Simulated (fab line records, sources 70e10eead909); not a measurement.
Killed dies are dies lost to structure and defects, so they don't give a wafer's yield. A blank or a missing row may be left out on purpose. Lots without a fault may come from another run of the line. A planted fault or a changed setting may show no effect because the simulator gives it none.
One fault seen from 2 desks | flow nand_harc | each desk has only its own numbers; what lay behind them comes last

THE METROLOGY DESK
What the gauges read, lot by lot, whatever tool the lot ran on: means of the sampled wafers that have a number. A lot is out of limits, marked OUT, if its mean lies more than 4 standard deviations from the usual mean; the brackets give that distance.
Columns: A = cd_nm at NHARC_P_ZERO_WELL_CD_MEAS_11, usual 498.7 nm; B = cd_nm at NHARC_P_ZERO_WELL_CD_MEAS_37, usual 720.0 nm
lot  | first seen here | A     | B
L672 | day 1 21:07     | 498.5 | 719.8
L673 | day 2 07:14     | 497.3 | 720.6
L677 | day 3 23:15     | 499.1 | 722.2
L680 | day 5 05:14     | 498.7 | 718.9
L683 | day 6 11:14     | 497.9 | 716.9
L689 | day 8 23:15     | 502.1 | 720.6
L690 | day 9 09:14     | 496.0 | 721.2
L691 | day 9 19:14     | 496.3 | 718.3
L692 | day 10 05:14    | 500.6 | 719.7
L693 | day 10 15:14    | 499.6 | 721.4
L694 | day 11 01:07    | 498.7 | 719.7
L695 | day 11 11:14    | 499.5 | 720.6
This desk's finding: nothing out of limits on any of the 12 lots.

THE TOOL OWNER'S DESK: wet_bench-09
The tool's own readings at NHARC_P_ZERO_WELL_STRIP_56 (strips in SPM, time 840 s): means of the sampled wafers that have a number, for each lot that ran on this tool. A lot is out of limits, marked OUT, if its mean lies more than 4 standard deviations from the usual mean; the brackets give that distance.
Columns: A = run_length_s at NHARC_P_ZERO_WELL_STRIP_56, usual 843.2 s
lot  | first seen here | A
L680 | day 5 10:47     | 171.5 (-99 or more) OUT
L683 | day 6 17:32     | 170.8 (-99 or more) OUT
L691 | day 10 00:31    | 842.8
L694 | day 11 06:19    | 843.4
This desk's finding: out of limits on L680, L683; first on L680, day 5 10:47 (run_length_s at NHARC_P_ZERO_WELL_STRIP_56). In limits: L691, L694.

PUT TOGETHER
The tool owner's desk could have raised an alarm at day 5 10:47, on L680, L683.
The metrology desk saw nothing out of limits.
The metrology desk has L680, L683 on record, within its limits.
Of the lots named, all ran NHARC_P_ZERO_WELL_STRIP_56 on wet_bench-09.

WHAT THE SIMULATOR HAD PUT IN
Process parameter drift: wet_bench-09, from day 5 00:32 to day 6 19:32, at NHARC_P_ZERO_WELL_STRIP_56. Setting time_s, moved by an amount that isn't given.
Lots struck among those shown: L680, L683.
Hours from the fault's start to each desk's first reading out of limits: the tool owner's desk, 10.
